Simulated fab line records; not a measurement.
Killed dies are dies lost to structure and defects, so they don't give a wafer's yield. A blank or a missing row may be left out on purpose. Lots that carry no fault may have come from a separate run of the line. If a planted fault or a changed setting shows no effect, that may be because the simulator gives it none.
fab line records    flow n5_finfet
[record] lots = 13  wafers = 39  last_day = 18
route steps=1938 shown BEOL_M11@1589 MIM_TOP@1835 TV_LITHO@1883 PASSIVATION@1936
lots that met no fault: from a run of the same line without faults
start_h: hours from the record's opening day to when the first of the lot's shown wafers began    wait_h: hours from the lot's prior step to this one    " repeats the value in the row above    L1.1+2: one row covering several wafers at once    - no value, or no start was given    * or withheld: withheld    < > ~ a bound
route shown NAME@n: names a module that has steps shown in the file, with the first one's number in the route    usual: mean and standard deviation over wafers with no fault    same: alike in all rows    chamber/n: place in a boat    sites: per-site readings    _std_site: how widely they spread, as a standard deviation    _edge_site: inner sites' mean taken away from outer sites' mean    radius_mm: for every site, how far away it sits from the centre of the wafer    mask NAME#n: copy n    behind: tool/chamber where the wafer was last shaped    hold: cause of the lot's hold/its duration in hours/its outcome    device: the transistor (n, p or np) that didn't switch    end of line: the tests these same wafers got at the end of their route    a step given without rows: its recipe and nothing more    killed: not the wafer's yield, but the dies lost to structure and defects at the first sort    map: shows each die of a wafer: x if killed, . if not, _ if none is there
set.NAME: the run value of the setting; set.NAME@STEP: its run value at that earlier step    model.NAME: the simulator's own value behind a step, which no gauge read
a sample of lots followed through the steps of the route, with each step as a table and each wafer as a row
services: from which hour (start_h, from the record's first day; less than 0 if before it) a tool's chamber was out of use, for how many hours, and why
[[steps]]
[step N5_BEOL_M11_PRE_CLEAN_45]
[recipe] gas = H2/He  time_s = 30  temp_c = 250
[usual] heater_power_w = 333/37
lot.wafer  tool            chamber  start_h  wait_h  heater_power_w
L206.2     pvd_sputter-03  -        250.45   0.0     311
L206.5     "               -        "        "       355
L206.6     "               -        "        "       320
L207.2     pvd_sputter-03  -        250.85   0.0     297
L207.3     "               -        "        "       355
L207.5     "               -        "        "       299
L213.2     pvd_sputter-03  -        280.09   0.0     301
L213.5     "               -        "        "       354
L213.6     "               -        "        "       298
L214.1     pvd_sputter-01  -        288.03   0.0     423
L214.5     "               -        "        "       416
L214.6     "               -        "        "       352
L212.1     pvd_sputter-01  -        292.93   0.0     339
L212.3     "               -        "        "       331
L212.4     "               -        "        "       419
L211.2     pvd_sputter-01  -        293.01   0.0     336
L211.3     "               -        "        "       341
L211.4     "               -        "        "       416
L218.3     pvd_sputter-01  -        307.34   0.0     348
L218.4     "               -        "        "       418
L218.5     "               -        "        "       422
L220.1     pvd_sputter-02  -        337.08   0.0     299
L220.3     "               -        "        "       286
L220.6     "               -        "        "       346
L221.1     pvd_sputter-01  -        339.80   0.0     422
L221.3     "               -        "        "       322
L221.5     "               -        "        "       334
L224.4     pvd_sputter-01  -        349.99   0.0     352
L224.5     "               -        "        "       335
L224.6     "               -        "        "       418
L226.2     pvd_sputter-03  -        366.14   0.0     320
L226.4     "               -        "        "       295
L226.6     "               -        "        "       310
L227.1     pvd_sputter-03  -        378.26   0.0     300
L227.4     "               -        "        "       296
L227.5     "               -        "        "       294
L228.2     pvd_sputter-03  -        381.41   0.0     292
L228.4     "               -        "        "       348
L228.6     "               -        "        "       297
[step N5_MIM_TOP_ALD_01]
[recipe] material = HfO2  target_thk_a = 56  temp_c = withheld  ald_precursor_family = Hf-amide  ald_co_reactant = O3  pulse_time_s = 1  purge_time_s = 3  co_reactant_purge_time_s = 2  co_reactant_pulse_time_s = 3  ald_cycles = 62
[usual] precursor_pulse_height_rel = 1.000/0.019
[same] ald_cycles = 62  purge_time_s = 3
lot.wafer  tool       chamber  start_h  wait_h  precursor_pulse_height_rel
L206.2     ald_hk-03  2        -        -       1.049
L206.5     "          1        "        "       1.003
L206.6     "          0        "        "       0.971
L207.2     ald_hk-03  0        -        -       1.011
L207.3     "          2        "        "       0.983
L207.5     "          2        "        "       1.001
L213.2     ald_hk-01  1        -        -       1.003
L213.5     "          1        "        "       1.001
L213.6     "          0        "        "       0.988
L214.1     ald_hk-03  2        -        -       1.006
L214.5     "          2        "        "       1.002
L214.6     "          3        "        "       1.010
L212.1     ald_hk-03  0        -        -       0.985
L212.3     "          1        "        "       0.996
L212.4     "          2        "        "       1.007
L211.2     ald_hk-03  1        -        -       0.985
L211.3     "          3        "        "       1.026
L211.4     "          0        "        "       0.983
L218.3     ald_hk-03  0        -        -       1.004
L218.4     "          1        "        "       1.013
L218.5     "          1        "        "       1.003
L220.1     ald_hk-01  0        -        -       0.963
L220.3     "          1        "        "       1.004
L220.6     "          3        "        "       1.011
L221.1     ald_hk-03  2        -        -       1.017
L221.3     "          0        "        "       0.987
L221.5     "          2        "        "       1.009
L224.4     ald_hk-03  0        -        -       0.988
L224.5     "          2        "        "       0.993
L224.6     "          1        "        "       0.977
L226.2     ald_hk-02  1        -        -       1.015
L226.4     "          2        "        "       1.017
L226.6     "          0        "        "       0.992
L228.2     ald_hk-03  2        -        -       0.989
L228.4     "          1        "        "       0.996
L228.6     "          3        "        "       0.995
L227.1     ald_hk-02  3        -        -       1.020
L227.4     "          0        "        "       0.985
L227.5     "          1        "        "       0.939
[step N5_PASSIVATION_CD_MEAS_10]
[recipe] target_cd_nm = 3000  landing_energy_ev = 500  detector = se_inlens
[usual] cd_nm = 3000.5/2.6
lot.wafer  tool       chamber  start_h  wait_h  cd_nm
L206.2     cd_sem-03  0        284.37   -       3005.7
L206.5     "          0        "        "       3005.3
L206.6     "          0        "        "       3006.2
L207.2     cd_sem-03  0        292.68   -       2997.4
L207.3     "          0        "        "       2998.6
L207.5     "          0        "        "       2995.3
L213.2     cd_sem-02  0        315.89   -       2998.3
L213.5     "          0        "        "       2997.9
L213.6     "          0        "        "       2999.5
L214.1     cd_sem-02  0        325.08   -       2996.6
L214.5     "          0        "        "       3004.1
L214.6     "          0        "        "       2999.5
L212.1     cd_sem-01  0        330.44   -       3001.3
L212.3     "          0        "        "       3000.7
L212.4     "          0        "        "       3000.2
L211.2     cd_sem-03  0        330.60   -       3001.6
L211.3     "          0        "        "       3000.3
L211.4     "          0        "        "       3001.2
L218.3     cd_sem-01  0        339.95   -       3003.7
L218.4     "          0        "        "       3001.7
L218.5     "          0        "        "       2999.5
L220.1     cd_sem-01  0        378.22   -       3001.2
L220.3     "          0        "        "       3001.8
L220.6     "          0        "        "       3000.1
L221.1     cd_sem-02  0        380.25   -       2996.9
L221.3     "          0        "        "       2997.0
L221.5     "          0        "        "       3000.3
L224.4     cd_sem-02  0        386.54   -       3001.7
L224.5     "          0        "        "       3003.7
L224.6     "          0        "        "       3002.5
L226.2     cd_sem-03  0        402.63   -       2996.6
L226.4     "          0        "        "       2997.5
L226.6     "          0        "        "       2999.2
L227.1     cd_sem-02  0        416.38   -       2997.0
L227.4     "          0        "        "       2997.8
L227.5     "          0        "        "       2998.8
L228.2     cd_sem-01  0        416.54   -       3003.7
L228.4     "          0        "        "       3005.7
L228.6     "          0        "        "       3002.3
[step N5_PASSIVATION_PROBE_49]
[usual] defect_limited_yield = 91.2/1.5  killed_at_M0_to_M3 = 33/9.6  killed_at_M4_up = 14/5.6  killed_at_contacts = 14/5.5  killed_at_front_end = 40/13  killed_at_other = 4/3  killed_dies = 104/17  killed_on_rim = 14/4.3  killed_open = 68/13  killed_short = 33/7.2  sort_bin_4_leakage = 0.00/0.014  sort_bin_5_function = 5.2/0.95  sort_bin_6_memory = 3.3/0.62  sort_bin_8_speed = 0.00/0.012  sort_n_pass = 1076/17  sort_yield_pct = 91.2/1.5
[same] gross_dies = 1180  killed_at_back_side = 0
lot.wafer  tool       chamber  start_h  wait_h  defect_limited_yield[%]  killed_at_M0_to_M3  killed_at_M4_up  killed_at_contacts  killed_at_front_end  killed_at_other  killed_dies  killed_on_rim  killed_open  killed_short  sort_bin_4_leakage[%]  sort_bin_5_function[%]  sort_bin_6_memory[%]  sort_bin_8_speed[%]  sort_n_pass  sort_yield_pct[%]
L212.1     prober-02  -        337.04   0.0     92.2                     37                  9                10                  31                   5                92           10             55           36            0                      4.2                     3.3                   0                    1088         92.2
L212.3     prober-02  -        337.14   0.1     90.8                     25                  14               23                  40                   7                109          13             66           36            0                      5.3                     3.2                   0                    1071         90.8
L212.4     prober-02  -        337.19   0.2     91.4                     37                  15               10                  32                   8                102          18             58           43            0                      4.6                     3.5                   0                    1078         91.4
L218.3     prober-02  -        346.95   0.1     90.8                     20                  7                8                   70                   4                109          19             69           40            0                      6.1                     2.8                   0                    1071         90.8
L218.4     prober-02  -        347.00   0.2     92.6                     19                  7                14                  45                   2                87           9              59           26            0                      4.1                     2.8                   0                    1093         92.6
L218.5     prober-02  -        347.05   0.2     92.4                     24                  13               14                  38                   1                90           8              61           27            0                      4.5                     2.8                   0                    1090         92.4
L220.1     prober-02  -        386.41   0.0     91.6                     31                  8                17                  41                   2                99           14             59           38            0                      5.0                     2.9                   0                    1081         91.6
L220.3     prober-02  -        386.51   0.1     93.3                     18                  9                13                  36                   3                79           17             49           23            0                      3.6                     2.5                   0                    1101         93.3
L220.6     prober-02  -        386.66   0.3     91.9                     31                  11               8                   39                   6                95           13             63           32            0                      4.2                     3.4                   0                    1085         91.9
L221.1     prober-01  -        387.20   0.0     79.2                     34                  151              22                  30                   8                245          37             77           32            0                      12.6                    4.3                   0                    935          79.2
L221.3     prober-01  -        387.30   0.1     79.7                     48                  154              16                  22                   0                240          15             61           31            0                      12.5                    3.5                   0                    940          79.7
L221.5     prober-01  -        387.40   0.2     83.5                     40                  94               17                  37                   7                195          33             70           40            0                      9.4                     4.4                   0                    985          83.5
L224.4     prober-01  -        393.99   0.2     78.4                     36                  161              13                  45                   0                255          24             60           44            0                      13.4                    4.2                   0                    925          78.4
L224.5     prober-01  -        394.04   0.2     82.6                     61                  96               12                  33                   3                205          28             82           38            0                      9.2                     4.6                   0                    975          82.6
L224.6     prober-01  -        394.09   0.3     80.6                     33                  139              20                  37                   0                229          23             58           31            0                      12.6                    3.2                   0                    951          80.6
L226.2     prober-02  -        409.54   0.1     90.8                     43                  3                15                  46                   2                109          11             75           29            0                      4.5                     4.0                   0                    1071         90.8
L226.4     prober-02  -        409.64   0.2     87.6                     53                  16               15                  62                   0                146          20             103          41            0                      7.1                     4.8                   0                    1034         87.6
L226.6     prober-02  -        409.74   0.3     91.6                     30                  12               14                  41                   2                99           9              63           33            0                      4.6                     3.7                   0                    1081         91.6
// killed by level:class
L212.1 BEOL_M0_SAQP:geometric_particle:open=11 BEOL_M1:geometric_particle:open=8 BEOL_M2:geometric_particle:open=7 STARTING-WAFER:geometric_particle:short=7 FIN_SAQP:geometric_particle:short=6 MOL_CONTACT_COAG:geometric_particle:open=6 FIN_SAQP:geometric_particle:open=5 BEOL_M0_SAQP:geometric_particle:short=5
L212.3 MOL_CONTACT_COAG:geometric_particle:open=18 STI_FIN_REVEAL:geometric_particle:open=11 GATE_CUT:geometric_particle:short=9 BEOL_M4:geometric_particle:open=8 BEOL_M1:geometric_particle:open=7 BEOL_M0_SAQP:geometric_particle:short=5 BEOL_M2:geometric_particle:open=5 FIN_SAQP:geometric_particle:short=4
L212.4 BEOL_M2:geometric_particle:open=8 MOL_CONTACT_COAG:geometric_particle:open=8 BEOL_M4:geometric_particle:open=7 FIN_SAQP:geometric_particle:open=6 FIN_SAQP:geometric_particle:short=6 BEOL_M0_SAQP:geometric_particle:open=6 BEOL_M0_SAQP:geometric_particle:short=6 BEOL_M3:geometric_particle:short=6
L218.3 STI_FIN_REVEAL:geometric_particle:open=18 FIN_SAQP:geometric_particle:short=16 MOL_CONTACT_COAG:geometric_particle:open=8 GATE_CUT:geometric_particle:short=7 SPACER0:geometric_particle:open=6 STI_FIN_REVEAL:geometric_particle:short=4 SPACER0:geometric_particle:short=4 BEOL_M0_SAQP:geometric_particle:open=4
L218.4 GATE_CUT:geometric_particle:open=11 MOL_CONTACT_COAG:geometric_particle:open=11 STI_FIN_REVEAL:geometric_particle:open=7 FIN_SAQP:geometric_particle:open=5 BEOL_M0_SAQP:geometric_particle:open=5 BEOL_M1:geometric_particle:open=5 FIN_SAQP:geometric_particle:short=4 STI_FIN_REVEAL:geometric_particle:short=4
L218.5 MOL_CONTACT_COAG:geometric_particle:open=9 DUMMY_GATE:geometric_particle:open=8 GATE_CUT:geometric_particle:open=6 BEOL_M1:geometric_particle:open=6 MOL_CONTACT_COAG:geometric_particle:short=5 FIN_SAQP:geometric_particle:open=4 FIN_SAQP:geometric_particle:short=4 STI_FIN_REVEAL:geometric_particle:open=4
L220.1 FIN_SAQP:geometric_particle:open=12 MOL_CONTACT_COAG:geometric_particle:open=9 FIN_SAQP:geometric_particle:short=8 STI_FIN_REVEAL:geometric_particle:open=7 MOL_CONTACT_COAG:geometric_particle:short=7 BEOL_M2:geometric_particle:open=7 BEOL_M2:geometric_particle:short=6 BEOL_M3:geometric_particle:open=6
L220.3 MOL_CONTACT_COAG:geometric_particle:open=13 FIN_SAQP:geometric_particle:open=6 HKMG_FIN:area_etch=6 FIN_SAQP:geometric_particle:short=5 STI_FIN_REVEAL:geometric_particle:open=4 BEOL_M3:geometric_particle:short=4 DUMMY_GATE:geometric_particle:open=4 BEOL_M4:geometric_particle:open=4
L220.6 FIN_SAQP:geometric_particle:open=11 BEOL_M1:geometric_particle:open=8 STI_FIN_REVEAL:geometric_particle:open=7 MOL_CONTACT_COAG:geometric_particle:open=7 FIN_SAQP:geometric_particle:short=6 BEOL_M2:geometric_particle:open=6 BEOL_M4:geometric_particle:open=6 GATE_CUT:geometric_particle:short=4
L221.1 BEOL_M11:unspecified=136 MOL_CONTACT_COAG:geometric_particle:open=17 FIN_SAQP:geometric_particle:open=12 BEOL_M3:geometric_particle:open=11 BEOL_M1:geometric_particle:open=10 STI_FIN_REVEAL:geometric_particle:open=5 MOL_CONTACT_COAG:geometric_particle:short=5 BEOL_M1:geometric_particle:short=4
L221.3 BEOL_M11:unspecified=145 BEOL_M1:geometric_particle:open=14 BEOL_M0_SAQP:geometric_particle:short=10 MOL_CONTACT_COAG:geometric_particle:open=10 BEOL_M2:geometric_particle:open=7 MOL_CONTACT_COAG:geometric_particle:short=6 BEOL_M0_SAQP:geometric_particle:open=6 BEOL_M3:geometric_particle:open=6
L221.5 BEOL_M11:unspecified=84 MOL_CONTACT_COAG:geometric_particle:open=14 FIN_SAQP:geometric_particle:short=13 BEOL_M0_SAQP:geometric_particle:open=12 BEOL_M0_SAQP:geometric_particle:short=9 FIN_SAQP:geometric_particle:open=8 BEOL_M3:geometric_particle:open=6 BEOL_M2:geometric_particle:open=5
L224.4 BEOL_M11:unspecified=148 MOL_CONTACT_COAG:geometric_particle:open=11 BEOL_M0_SAQP:geometric_particle:short=11 STI_FIN_REVEAL:geometric_particle:open=10 FIN_SAQP:geometric_particle:short=8 BEOL_M2:geometric_particle:open=6 BEOL_M4:geometric_particle:open=6 BEOL_M0_SAQP:geometric_particle:open=5
L224.5 BEOL_M11:unspecified=85 BEOL_M0_SAQP:geometric_particle:open=21 BEOL_M0_SAQP:geometric_particle:short=16 BEOL_M2:geometric_particle:open=13 MOL_CONTACT_COAG:geometric_particle:open=10 FIN_SAQP:geometric_particle:short=7 BEOL_M4:geometric_particle:open=7 STI_FIN_REVEAL:geometric_particle:open=6
L224.6 BEOL_M11:unspecified=134 MOL_CONTACT_COAG:geometric_particle:open=16 BEOL_M0_SAQP:geometric_particle:short=10 BEOL_M0_SAQP:geometric_particle:open=8 BEOL_M2:geometric_particle:open=6 STI_FIN_REVEAL:geometric_particle:open=6 GATE_CUT:geometric_particle:short=5 HKMG_FIN:area_etch=5
L226.2 STI_FIN_REVEAL:geometric_particle:open=19 MOL_CONTACT_COAG:geometric_particle:open=14 BEOL_M3:geometric_particle:open=9 BEOL_M0_SAQP:geometric_particle:open=8 BEOL_M2:geometric_particle:open=6 BEOL_M0_SAQP:geometric_particle:short=6 FIN_SAQP:geometric_particle:open=5 BEOL_M3:geometric_particle:short=5
L226.4 STI_FIN_REVEAL:geometric_particle:open=34 MOL_CONTACT_COAG:geometric_particle:open=13 BEOL_M2:geometric_particle:open=12 BEOL_M3:geometric_particle:open=11 BEOL_M0_SAQP:geometric_particle:short=10 FIN_SAQP:geometric_particle:open=8 BEOL_M0_SAQP:geometric_particle:open=8 STI_FIN_REVEAL:geometric_particle:short=7
L226.6 MOL_CONTACT_COAG:geometric_particle:open=11 STI_FIN_REVEAL:geometric_particle:open=9 BEOL_M3:geometric_particle:open=8 FIN_SAQP:geometric_particle:open=7 STI_FIN_REVEAL:geometric_particle:short=6 BEOL_M2:geometric_particle:open=6 BEOL_M4:geometric_particle:open=6 FIN_SAQP:geometric_particle:short=5
[[services]]
tool            chamber  start_h  hours  kind
ald_hk-03       -        274.18   1.2    pm
ald_hk-02       -        283.44   2.7    repair
pvd_sputter-02  -        305.59   2.2    repair
pvd_sputter-01  -        326.95   3.2    repair
ald_hk-02       -        350.66   1.1    repair
pvd_sputter-02  -        360.36   9.0    repair
pvd_sputter-02  -        373.64   2.1    repair
ald_hk-01       -        378.36   4.3    pm
ald_hk-02       -        395.01   2.8    pm
[[key]]
[first_sign] step = N5_PASSIVATION_PROBE_49  reading = killed_at_M4_up  direction = up  sigmas = 21  usual = 14  struck = 132
[effect] step = N5_PASSIVATION_PROBE_49  reading = defect_limited_yield  direction = down  sigmas = 7.2  usual = 91.2  struck = 80.7
[more_kills_born_at] N5_BEOL_M11_PRE_CLEAN_45@pvd_sputter-01 = 732
met_at N5_BEOL_M11_PRE_CLEAN_45
struck_lots L221,L224
not_acting_at N5_MIM_TOP_ALD_01,N5_PASSIVATION_CD_MEAS_10
onset_between 307.34 339.80
[fault] kind = chamber_particle_source  tool = pvd_sputter-01  chamber = -  onset_h = 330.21  steps = N5_BEOL_M11_PRE_CLEAN_45  rate_per_visit_cm2 = 1.7822  end_h = 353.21
